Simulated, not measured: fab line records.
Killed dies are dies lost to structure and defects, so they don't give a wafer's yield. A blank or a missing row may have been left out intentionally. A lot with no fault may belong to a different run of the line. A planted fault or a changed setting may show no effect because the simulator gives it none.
Lot-split experiment ; flow n5 finfet ; route with 1938 steps; 7 lots, 21 wafers read

## ABOUT THE SPLIT
At N5_BEOL_M8_EXPOSE_08 (exposes mask M8), the setting dose mj was moved away from the recipe's 68.25 on 9 of the 21 wafers read, by -7.1% to +5.0%. All remaining wafers had this setting at the recipe value.

## FROM THE SPLIT TO THE READING: what the file shows between them, 16 steps
- N5_BEOL_M8_PEB_09: peb time 60 s
- N5_BEOL_M8_DEVELOP_10: develop time 30 s
- N5_BEOL_M8_CD_MEAS_11: target cd 38.5 nm
- N5_BEOL_M8_DESCUM_16: chemistry O2, time 7.9 s (also split here: time s)
- N5_BEOL_M8_ETCH_61: etches SiARC in CF4, target depth 45.5 nm, time 75.8 s
- N5_BEOL_M8_ETCH_62: etches SOC in N2/H2, target depth 110 nm, overetch 22 nm, time 165 s
- N5_BEOL_M8_STRIP_68: strips in N2/H2
- N5_BEOL_M8_STRIP_67: strips in CF4
- N5_BEOL_M8_HM_OPEN_17: chemistry Cl2/BCl3, target TiN, target depth 20 nm, overetch 6 nm
- N5_BEOL_M8_STRIP_19: strips in O2
- N5_BEOL_M8_CD_MEAS_18: pitch 80 nm, target cd 40 nm
- N5_BEOL_M8_TRENCH_ETCH_37: etches SiCOH lowk in C4F6/O2, target depth 93.478 nm, time 31.2 s (also split here: bias w)
- N5_BEOL_M8_ETCH_41: etches SiCN in CH3F/O2, target depth 31.9 nm, time 57.8 s
- N5_BEOL_M8_STRIP_80: strips in N2/H2, time 10 s
- N5_BEOL_M8_PRECLEAN_42: cleans in residue remover, time 60 s
- N5_BEOL_M8_SRD_43: time 30 s

## THE READING
cd nm, in nm, at N5_BEOL_M8_CD_MEAS_35 (target cd 40 nm). Typical for fault-free wafers on this fab line: 39.7 nm, with standard deviation 0.72 nm.

wafer;tool, chamber at the split;dose mj as run;against the recipe;cd nm, nm;against lot-mates on the recipe
L076.2;arfi scanner-02, 0;71.66;+5.0%;42.1;+2.0
L076.3;arfi scanner-02, 0;71.66;+5.0%;42.4;+2.3
L076.4;arfi scanner-02, 0;68.25;recipe;40.1;-
L078.1;arfi scanner-01, 0;68.25;recipe;39.3;-
L078.2;arfi scanner-01, 0;68.25;recipe;38.8;-
L078.5;arfi scanner-01, 0;68.25;recipe;39.8;-
L079.1;arfi scanner-02, 0;65.86;-3.5%;37.1;-2.0
L079.3;arfi scanner-02, 0;68.25;recipe;39.1;-
L079.5;arfi scanner-02, 0;65.86;-3.5%;38.7;-0.4
L080.3;arfi scanner-03, 0;68.25;recipe;41.6;-
L080.5;arfi scanner-03, 0;68.25;recipe;40.8;-
L080.6;arfi scanner-03, 0;68.25;recipe;41.0;-
L085.2;arfi scanner-02, 0;68.25;recipe;40.8;-
L085.4;arfi scanner-02, 0;68.25;recipe;40.3;-
L085.5;arfi scanner-02, 0;68.25;recipe;39.5;-
L087.1;arfi scanner-03, 0;68.25;recipe;40.8;-
L087.2;arfi scanner-03, 0;63.43;-7.1%;35.3;-5.5
L087.6;arfi scanner-03, 0;63.43;-7.1%;35.4;-5.4
L091.1;arfi scanner-01, 0;66.86;-2.0%;39.3;no lot-mate on the recipe
L091.2;arfi scanner-01, 0;66.86;-2.0%;38.0;no lot-mate on the recipe
L091.4;arfi scanner-01, 0;66.86;-2.0%;39.4;no lot-mate on the recipe

THE FIT
A straight line over all 21 wafers: cd nm changes by +0.586 nm for each +1% of dose mj; r = +0.91; the points scatter about the line by 0.82 nm.
The same after taking each lot's own level away (the mean of its wafers on the recipe; 18 wafers): +0.605 nm for each +1%; r = +0.94; scatter 0.74 nm.
Per that fit: largest dose mj move, reading shift of 4.3 nm.
The span of the lots' own levels, 39.10 to 41.13 nm, comes to 2.8 times the standard deviation stated above.
Consequently the slope shifts little with the lot-to-lot level, the two slopes agreeing.
Check: for one of the wafers moved furthest among these (-7.1%), held out of the fit, the line's prediction against its lot-mates is -3.92 nm. Against them it came out at -5.5 nm.

## FURTHER SPLITS ON THESE WAFERS
Other splits were also applied to these wafers ahead of the reading. Each is held against what the fit with the lots' levels taken away leaves over:
other split on the same wafers;wafers away from the commonest value;r with cd nm (lot level and that fit taken away)
N5_BEOL_M6_COAT_64 spin rpm;6;+0.26
N5_BEOL_M7_COAT_05 spin rpm;6;+0.22
N5_BEOL_M8_DESCUM_16 time s;8;+0.25
N5_BEOL_M8_TRENCH_ETCH_37 bias w;7;+0.19

## THE WHOLE CHAIN: every reading that the file lists as answering this split, in the file's order
step;what it does;reading;change (the file's fit);r (the file's)
N5_BEOL_M8_CD_MEAS_11;target cd 38.5 nm;cd nm;+0.54 nm for each +1% of the setting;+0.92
N5_BEOL_M8_ETCH_61;etches SiARC in CF4, target depth 45.5 nm, time 75.8 s;BEOL_M8.cd offset nm (the simulator's own value, which no gauge read);+0.522 nm for each +1% of the setting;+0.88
N5_BEOL_M8_ETCH_62;etches SOC in N2/H2, target depth 110 nm, overetch 22 nm, time 165 s;BEOL_M8.cd offset nm (the simulator's own value, which no gauge read);+0.586 nm for each +1% of the setting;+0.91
N5_BEOL_M8_HM_OPEN_17;chemistry Cl2/BCl3, target TiN, target depth 20 nm, overetch 6 nm;BEOL_M8.cd offset nm (the simulator's own value, which no gauge read);+0.602 nm for each +1% of the setting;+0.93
N5_BEOL_M8_CD_MEAS_18;pitch 80 nm, target cd 40 nm;cd nm;+0.557 nm for each +1% of the setting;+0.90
N5_BEOL_M8_CD_MEAS_35;target cd 40 nm;cd nm;+0.612 nm for each +1% of the setting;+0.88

## THE FILE'S OWN FIT
cd nm changes by +0.612 nm for each +1% of dose mj, r = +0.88.
